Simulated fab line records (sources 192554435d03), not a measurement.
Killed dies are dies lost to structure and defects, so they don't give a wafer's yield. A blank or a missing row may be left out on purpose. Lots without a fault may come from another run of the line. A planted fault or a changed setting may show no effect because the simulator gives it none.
Comparing a struck lot with a sound one / flow n5_finfet / 35 out of 1938 route steps
Sound: wafers L603.1, L603.2, L603.4. Wafers L616.3, L616.4, L616.5 were the ones struck. The cause comes at the end.
Each step with rows lists, per side, the tool, then ch with its chambers, then its first start. Under that, the readings that differ: sound wafers / struck wafers / difference of the means / sigmas: that difference in standard deviations of wafers without a fault.
alike: same words and numbers on both sides, and readings whose means sit less than 2 such deviations apart. not compared: any withheld reading, any reading some wafer has no value for, any bound like >300 that may hide the same value, and any number with overlapping values for which the record gives no deviation.
Wherever a step has rows on one side only, a row that says differs or no value, or a row with sigmas, the two part there. Non-overlapping numbers with no deviation appear without sigmas and do not part them. Lack of a reading on every wafer of one side parts them only where that side has two or more wafers.

first, 9 steps without rows for these wafers: N5_BEOL_M3_ILD_DEP_00 (deposits SiOC from DEMS/O2, target thk 79 nm, time 15.3 s); N5_BEOL_M3_PECVD_72 (deposits SiO2 from TEOS/O2, target thk 16 nm, time 18 s); N5_BEOL_M3_HM_DEP_02 (deposits TiN, target thk 20 nm); N5_BEOL_M3_COAT_61 (time 60 s, resist thk 60 nm); N5_BEOL_M3_COAT_62 (time 60 s, resist thk 12 nm); N5_BEOL_M3_COAT_73 (time 60 s, resist thk 5 nm); N5_BEOL_M3_COAT_05 (resist thk 30 nm); N5_BEOL_M3_EBR_07; N5_BEOL_M3_SOFTBAKE_06 (time 60 s).
N5_BEOL_M3_EXPOSE_08: exposes mask M3.
  sound on euv_scanner-02 ch 0, day 7 21:06; struck on euv_scanner-02 ch 0, day 11 05:34
reading=exposure_dose_mJ_cm2; sound=32.93 32.88 32.87; struck=34.06 34.05 34.08; difference=+1.17; sigmas=+5
  alike: mask
then, 2 steps without rows for these wafers: N5_BEOL_M3_PEB_09 (peb time 60 s); N5_BEOL_M3_DEVELOP_10 (develop time 30 s).
N5_BEOL_M3_CD_MEAS_11: target cd 17.05 nm.
  sound on cd_sem-03 ch 0, day 7 21:13; struck on cd_sem-02 ch 0, day 11 05:41
reading=cd_nm (nm); sound=17.36 17.03 16.92; struck=18.25 18.19 17.91; difference=+1.01; sigmas=+4
then, 1 step without rows for these wafers: N5_BEOL_M3_DESCUM_16 (chemistry O2, time 7 s).
N5_BEOL_M3_ETCH_74: etches underlayer in N2/H2, target depth 6.5 nm, time 5.2 s.
  sound on rie_diel-06 ch 0,2,3, day 7 22:05; struck on rie_diel-06 ch 0,1,2, day 11 05:50
reading=model.BEOL_M3.cd_offset_nm (nm); sound=0.2 0 0; struck=1 0.8 0.6; difference=+1; sigmas=
  alike: bias_w, drypump_motor_current_A, etch_rf_on_time_s, n2_flow_sccm, oes_product_au, rf_vpp_V, showerhead_plenum_p_Torr, throttle_valve_pct
  not compared: rf_hours_counter_h
then, 5 steps without rows for these wafers: N5_BEOL_M3_ETCH_63 (etches SiARC in CF4, target depth 15.6 nm, time 26 s); N5_BEOL_M3_ETCH_64 (etches SOC in N2/H2, target depth 75 nm, overetch 15 nm, time 112.5 s); N5_BEOL_M3_STRIP_65 (strips in N2/H2); N5_BEOL_M3_STRIP_75 (strips in N2/H2); N5_BEOL_M3_STRIP_66 (strips in CF4).
N5_BEOL_M3_HM_OPEN_17: chemistry Cl2/BCl3, target TiN, target depth 20 nm, overetch 6 nm.
  sound on rie_metal-01 ch 0,1, day 7 22:18; struck on rie_metal-02 ch 0,1, day 11 06:05
reading=model.BEOL_M3.cd_offset_nm (nm); sound=0.2 0 0.2; struck=0.6 1.2 0.6; difference=+0.7; sigmas=
  alike: bias_w, drypump_motor_current_A, mfc_cl2_sccm, oes_product_au, throttle_valve_pct
  not compared: rf_hours_counter_h
then, 12 steps without rows for these wafers: N5_BEOL_M3_STRIP_19 (strips in O2); N5_BEOL_M3_COAT_67 (time 60 s, resist thk 60 nm); N5_BEOL_M3_COAT_68 (time 60 s, resist thk 12 nm); N5_BEOL_M3_COAT_76 (time 60 s, resist thk 5 nm); N5_BEOL_M3_COAT_22 (resist thk 30 nm); N5_BEOL_M3_EBR_24; N5_BEOL_M3_SOFTBAKE_23 (time 60 s); N5_BEOL_M3_EXPOSE_25 (exposes mask V2, defocus 5 nm); N5_BEOL_M3_PEB_26 (peb time 60 s); N5_BEOL_M3_DEVELOP_27 (develop time 30 s); N5_BEOL_M3_DESCUM_33 (chemistry O2, time 7 s); N5_BEOL_M3_ETCH_77 (etches underlayer in N2/H2, target depth 6.5 nm, time 5.2 s).
N5_BEOL_M4_RC_MEAS_101:
  sound on prober-02 ch 0, day 8 20:43; struck on prober-01 ch 0, day 12 02:52
reading=VT_N (mV); sound=254 260 251; struck=248 245 249; difference=-8; sigmas=-2
  alike: DIBL_N, DIBL_P, IOFF_N, IOFF_P, ION_N, ION_P, SS_N, SS_P, VT_P
-- the record jumps here: 5 days lie between the struck wafers' starts before and after (it left off in module BEOL_M4 and takes up again in module PASSIVATION, whose first step shown is number 1936 of the route) --
N5_PASSIVATION_PROBE_49:
  rows exist in the record for the struck wafers here (prober-02, day 16 22:41), but not for the sound ones

## WHERE THEY PART
At N5_BEOL_M3_EXPOSE_08 first; at N5_PASSIVATION_PROBE_49 last (within this record only).

WHY: what the simulator had put in
Process parameters drifting: euv_scanner-02 at N5_BEOL_M3_EXPOSE_08, beginning at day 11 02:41. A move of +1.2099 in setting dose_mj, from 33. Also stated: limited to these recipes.
